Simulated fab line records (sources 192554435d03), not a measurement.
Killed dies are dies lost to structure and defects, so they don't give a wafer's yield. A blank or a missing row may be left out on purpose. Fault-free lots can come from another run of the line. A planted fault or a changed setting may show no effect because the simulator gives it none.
Matching of chambers || flow n5Finfet || N5_BEOL_M8_DEP_56 on pecvd-01: 3 sister chambers
The step deposits SiCN from 3MS/NH3, target thk 10 nm, time 17.5 s. 6 wafers are shown with their chamber, then 9 later ones without.

## EACH WAFER AND ITS CHAMBER
{"wafer": "L081.6", "chamber": 2, "showerheadPlenumPTorr (Torr)": 3.675, "throttleValvePct (%)": 9.1}
{"wafer": "L082.1", "chamber": 1, "showerheadPlenumPTorr (Torr)": 3.682, "throttleValvePct (%)": 8.7}
{"wafer": "L082.4", "chamber": 0, "showerheadPlenumPTorr (Torr)": 3.673, "throttleValvePct (%)": 8.9}
{"wafer": "L088.1", "chamber": 0, "showerheadPlenumPTorr (Torr)": 3.658, "throttleValvePct (%)": 9.2}
{"wafer": "L088.2", "chamber": 1, "showerheadPlenumPTorr (Torr)": 3.679, "throttleValvePct (%)": 8.9}
{"wafer": "L088.5", "chamber": 2, "showerheadPlenumPTorr (Torr)": 3.667, "throttleValvePct (%)": 9.2}

## WAFERS WITHOUT THEIR CHAMBER
{"wafer": "L092.1", "showerheadPlenumPTorr (Torr)": 3.678, "throttleValvePct (%)": 8.9}
{"wafer": "L092.2", "showerheadPlenumPTorr (Torr)": 3.664, "throttleValvePct (%)": 9.0}
{"wafer": "L092.5", "showerheadPlenumPTorr (Torr)": 3.682, "throttleValvePct (%)": 8.6}
{"wafer": "L094.2", "showerheadPlenumPTorr (Torr)": 3.669, "throttleValvePct (%)": 9.1}
{"wafer": "L094.3", "showerheadPlenumPTorr (Torr)": 3.676, "throttleValvePct (%)": 8.8}
{"wafer": "L094.4", "showerheadPlenumPTorr (Torr)": 3.679, "throttleValvePct (%)": 8.8}
{"wafer": "L095.4", "showerheadPlenumPTorr (Torr)": 3.666, "throttleValvePct (%)": 8.8}
{"wafer": "L095.5", "showerheadPlenumPTorr (Torr)": 3.678, "throttleValvePct (%)": 8.7}
{"wafer": "L095.6", "showerheadPlenumPTorr (Torr)": 3.673, "throttleValvePct (%)": 8.7}

## WHICH CHAMBER EACH ONE RAN IN
{"wafer": "L092.1", "from the rows above": "can't be placed: 1 or 2 or 0", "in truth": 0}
{"wafer": "L092.2", "from the rows above": "can't be placed: 0 or 2", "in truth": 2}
{"wafer": "L092.5", "from the rows above": 1, "in truth": 1}
{"wafer": "L094.2", "from the rows above": "can't be placed: 2 or 0", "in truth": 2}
{"wafer": "L094.3", "from the rows above": "can't be placed: 1 or 0 or 2", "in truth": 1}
{"wafer": "L094.4", "from the rows above": 1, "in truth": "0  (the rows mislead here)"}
{"wafer": "L095.4", "from the rows above": "can't be placed: 0 or 1 or 2", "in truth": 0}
{"wafer": "L095.5", "from the rows above": 1, "in truth": 1}
{"wafer": "L095.6", "from the rows above": "can't be placed: 1 or 0 or 2", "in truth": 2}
Correct placement for 2 of the 9. Can't be placed from these rows: 6 (the true chamber is among the candidates in 6). Placed wrongly: 1.
How it was worked out, from the rows above alone: a wafer's distance from a chamber is the root of the sum, over the readings, of the square of ((its reading less the chamber's mean) divided by the reading's scatter). The wafer belongs to the nearest chamber; if the next one is less than 2 further off, it can't be placed. A chamber's mean is the mean of its shown wafers. The scatter is the square root of a quotient: the sum, over the shown wafers, of each reading's squared deviation from its chamber's mean, divided by wafers minus chambers.
